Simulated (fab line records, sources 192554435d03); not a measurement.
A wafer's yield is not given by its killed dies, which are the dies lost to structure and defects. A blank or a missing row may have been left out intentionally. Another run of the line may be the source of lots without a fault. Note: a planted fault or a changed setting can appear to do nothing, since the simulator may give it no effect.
Split-lot experiment / flow n5-finfet / 39 wafers read across 7 lots, on a route 1938 steps long

## ON THE SPLIT
At N5_BEOL_M10_ILD_DEP_00 (deposits SiCOH lowk from DEMS/porogen, target thk 308.51 nm, time 58 s), the setting target-thk-a was moved away from the recipe's 3085.1 angstrom on 9 of the 39 wafers read, by -42.4% to -20.2%. All remaining wafers had this setting at the recipe value.

## BETWEEN THE SPLIT AND THE READING: the file shows 1 step in between
- N5_BEOL_M10_CURE_71: cures SiCOH lowk, time 240 s

## THE READING
M10_ILD_THK at N5_BEOL_M10_THK_MEAS_01, in nm. On this fab line, fault-free wafers typically give 269 nm with a standard deviation of 3.7 nm.

wafer=L078.1; tool, chamber at the split=pecvd-04, 0; target-thk-a as run, angstrom=3085.1; against the recipe=recipe; M10_ILD_THK, nm=262; against lot-mates on the recipe=-
wafer=L078.2; tool, chamber at the split=pecvd-04, 1; target-thk-a as run, angstrom=3085.1; against the recipe=recipe; M10_ILD_THK, nm=268; against lot-mates on the recipe=-
wafer=L078.3; tool, chamber at the split=pecvd-04, 2; target-thk-a as run, angstrom=3085.1; against the recipe=recipe; M10_ILD_THK, nm=264; against lot-mates on the recipe=-
wafer=L078.4; tool, chamber at the split=pecvd-04, 2; target-thk-a as run, angstrom=3085.1; against the recipe=recipe; M10_ILD_THK, nm=266; against lot-mates on the recipe=-
wafer=L078.5; tool, chamber at the split=pecvd-04, 0; target-thk-a as run, angstrom=3085.1; against the recipe=recipe; M10_ILD_THK, nm=263; against lot-mates on the recipe=-
wafer=L078.6; tool, chamber at the split=pecvd-04, 1; target-thk-a as run, angstrom=3085.1; against the recipe=recipe; M10_ILD_THK, nm=271; against lot-mates on the recipe=-
wafer=L079.1; tool, chamber at the split=pecvd-01, 2; target-thk-a as run, angstrom=3085.1; against the recipe=recipe; M10_ILD_THK, nm=266; against lot-mates on the recipe=-
wafer=L079.2; tool, chamber at the split=pecvd-01, 1; target-thk-a as run, angstrom=3085.1; against the recipe=recipe; M10_ILD_THK, nm=265; against lot-mates on the recipe=-
wafer=L079.3; tool, chamber at the split=pecvd-01, 2; target-thk-a as run, angstrom=3085.1; against the recipe=recipe; M10_ILD_THK, nm=271; against lot-mates on the recipe=-
wafer=L079.4; tool, chamber at the split=pecvd-01, 1; target-thk-a as run, angstrom=3085.1; against the recipe=recipe; M10_ILD_THK, nm=271; against lot-mates on the recipe=-
wafer=L079.5; tool, chamber at the split=pecvd-01, 2; target-thk-a as run, angstrom=3085.1; against the recipe=recipe; M10_ILD_THK, nm=271; against lot-mates on the recipe=-
wafer=L079.6; tool, chamber at the split=pecvd-01, 1; target-thk-a as run, angstrom=3085.1; against the recipe=recipe; M10_ILD_THK, nm=272; against lot-mates on the recipe=-
wafer=L082.1; tool, chamber at the split=pecvd-02, 2; target-thk-a as run, angstrom=2461; against the recipe=-20.2%; M10_ILD_THK, nm=210; against lot-mates on the recipe=-58
wafer=L082.2; tool, chamber at the split=pecvd-02, 1; target-thk-a as run, angstrom=2461; against the recipe=-20.2%; M10_ILD_THK, nm=211; against lot-mates on the recipe=-57
wafer=L082.3; tool, chamber at the split=pecvd-02, 2; target-thk-a as run, angstrom=3085.1; against the recipe=recipe; M10_ILD_THK, nm=267; against lot-mates on the recipe=-
wafer=L082.4; tool, chamber at the split=pecvd-02, 1; target-thk-a as run, angstrom=2461; against the recipe=-20.2%; M10_ILD_THK, nm=215; against lot-mates on the recipe=-53
wafer=L082.5; tool, chamber at the split=pecvd-02, 1; target-thk-a as run, angstrom=3085.1; against the recipe=recipe; M10_ILD_THK, nm=270; against lot-mates on the recipe=-
wafer=L082.6; tool, chamber at the split=pecvd-02, 2; target-thk-a as run, angstrom=3085.1; against the recipe=recipe; M10_ILD_THK, nm=267; against lot-mates on the recipe=-
wafer=L083.1; tool, chamber at the split=pecvd-01, 0; target-thk-a as run, angstrom=3085.1; against the recipe=recipe; M10_ILD_THK, nm=265; against lot-mates on the recipe=-
wafer=L083.2; tool, chamber at the split=pecvd-01, 1; target-thk-a as run, angstrom=1778; against the recipe=-42.4%; M10_ILD_THK, nm=156; against lot-mates on the recipe=-113
wafer=L083.3; tool, chamber at the split=pecvd-01, 2; target-thk-a as run, angstrom=1778; against the recipe=-42.4%; M10_ILD_THK, nm=155; against lot-mates on the recipe=-114
wafer=L083.4; tool, chamber at the split=pecvd-01, 1; target-thk-a as run, angstrom=1778; against the recipe=-42.4%; M10_ILD_THK, nm=157; against lot-mates on the recipe=-112
wafer=L083.5; tool, chamber at the split=pecvd-01, 2; target-thk-a as run, angstrom=3085.1; against the recipe=recipe; M10_ILD_THK, nm=275; against lot-mates on the recipe=-
wafer=L083.6; tool, chamber at the split=pecvd-01, 0; target-thk-a as run, angstrom=3085.1; against the recipe=recipe; M10_ILD_THK, nm=268; against lot-mates on the recipe=-
wafer=L086.1; tool, chamber at the split=pecvd-02, 0; target-thk-a as run, angstrom=3085.1; against the recipe=recipe; M10_ILD_THK, nm=264; against lot-mates on the recipe=-
wafer=L086.2; tool, chamber at the split=pecvd-02, 2; target-thk-a as run, angstrom=3085.1; against the recipe=recipe; M10_ILD_THK, nm=262; against lot-mates on the recipe=-
wafer=L086.3; tool, chamber at the split=pecvd-02, 1; target-thk-a as run, angstrom=3085.1; against the recipe=recipe; M10_ILD_THK, nm=266; against lot-mates on the recipe=-
wafer=L086.4; tool, chamber at the split=pecvd-02, 2; target-thk-a as run, angstrom=3085.1; against the recipe=recipe; M10_ILD_THK, nm=270; against lot-mates on the recipe=-
wafer=L086.5; tool, chamber at the split=pecvd-02, 0; target-thk-a as run, angstrom=3085.1; against the recipe=recipe; M10_ILD_THK, nm=274; against lot-mates on the recipe=-
wafer=L086.6; tool, chamber at the split=pecvd-02, 1; target-thk-a as run, angstrom=3085.1; against the recipe=recipe; M10_ILD_THK, nm=270; against lot-mates on the recipe=-
wafer=L090.1; tool, chamber at the split=pecvd-01, 1; target-thk-a as run, angstrom=3085.1; against the recipe=recipe; M10_ILD_THK, nm=268; against lot-mates on the recipe=-
wafer=L090.2; tool, chamber at the split=pecvd-01, 2; target-thk-a as run, angstrom=2438; against the recipe=-21.0%; M10_ILD_THK, nm=213; against lot-mates on the recipe=-58
wafer=L090.3; tool, chamber at the split=pecvd-01, 0; target-thk-a as run, angstrom=2438; against the recipe=-21.0%; M10_ILD_THK, nm=210; against lot-mates on the recipe=-61
wafer=L090.4; tool, chamber at the split=pecvd-01, 2; target-thk-a as run, angstrom=3085.1; against the recipe=recipe; M10_ILD_THK, nm=274; against lot-mates on the recipe=-
wafer=L090.5; tool, chamber at the split=pecvd-01, 0; target-thk-a as run, angstrom=2438; against the recipe=-21.0%; M10_ILD_THK, nm=210; against lot-mates on the recipe=-61
wafer=L090.6; tool, chamber at the split=pecvd-01, 1; target-thk-a as run, angstrom=3085.1; against the recipe=recipe; M10_ILD_THK, nm=271; against lot-mates on the recipe=-
wafer=L094.2; tool, chamber at the split=pecvd-01, 2; target-thk-a as run, angstrom=3085.1; against the recipe=recipe; M10_ILD_THK, nm=269; against lot-mates on the recipe=-
wafer=L094.4; tool, chamber at the split=pecvd-01, 2; target-thk-a as run, angstrom=3085.1; against the recipe=recipe; M10_ILD_THK, nm=274; against lot-mates on the recipe=-
wafer=L094.5; tool, chamber at the split=pecvd-01, 1; target-thk-a as run, angstrom=3085.1; against the recipe=recipe; M10_ILD_THK, nm=272; against lot-mates on the recipe=-

FIT RESULTS
A straight line over all 39 wafers: M10_ILD_THK changes by +2.69 nm for each +1% of target-thk-a; r = +1.00; the points scatter about the line by 3.5 nm.
The same after taking each lot's own level away (the mean of its wafers on the recipe; 39 wafers): +2.71 nm for each +1%; r = +1.00; scatter 3.1 nm.
That fit puts the effect of the largest move of target-thk-a on the reading at 1.1e+02 nm.
From 265.7 to 271.7 nm: that is the span of the lots' own levels, equal to 1.6 times the standard deviation above.
Consequently the slope shifts little with the lot-to-lot level, the two slopes agreeing.
Check: with one of the wafers moved furthest among these (-42.4%) left out of the fit, the line predicts -116 nm for it against its lot-mates. Against them it came out at -113 nm.

## ADDITIONAL SPLITS CARRIED BY THESE WAFERS
Other splits were also applied to these wafers ahead of the reading. Each is held against what the fit with the lots' levels taken away leaves over:
other split on the same wafers=N5_BEOL_M7_TRENCH_ETCH_37 time-s; wafers away from the commonest value=18; r with M10_ILD_THK (lot level and that fit taken away)=+0.00

## THE WHOLE CHAIN: every reading that the file lists as answering this split, in the file's order
step=N5_BEOL_M10_ILD_DEP_00; what it does=deposits SiCOH lowk from DEMS/porogen, target thk 308.51 nm, time 58 s; reading=SiCOH_lowk_of_BEOL_M10_ILD_DEP_00.thk-nm (the simulator's own value, which no gauge read); change (the file's fit)=+3.1 nm for each +1% of the setting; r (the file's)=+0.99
step=N5_BEOL_M10_CURE_71; what it does=cures SiCOH lowk, time 240 s; reading=SiCOH_lowk_of_BEOL_M10_ILD_DEP_00.thk-nm (the simulator's own value, which no gauge read); change (the file's fit)=+2.72 nm for each +1% of the setting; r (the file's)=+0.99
step=N5_BEOL_M10_THK_MEAS_01; what it does=; reading=M10_ILD_THK; change (the file's fit)=+2.72 for each +1% of the setting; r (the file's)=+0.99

## FILE'S OWN FIT
M10_ILD_THK changes by +2.72 nm for each +1% of target-thk-a, r = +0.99.
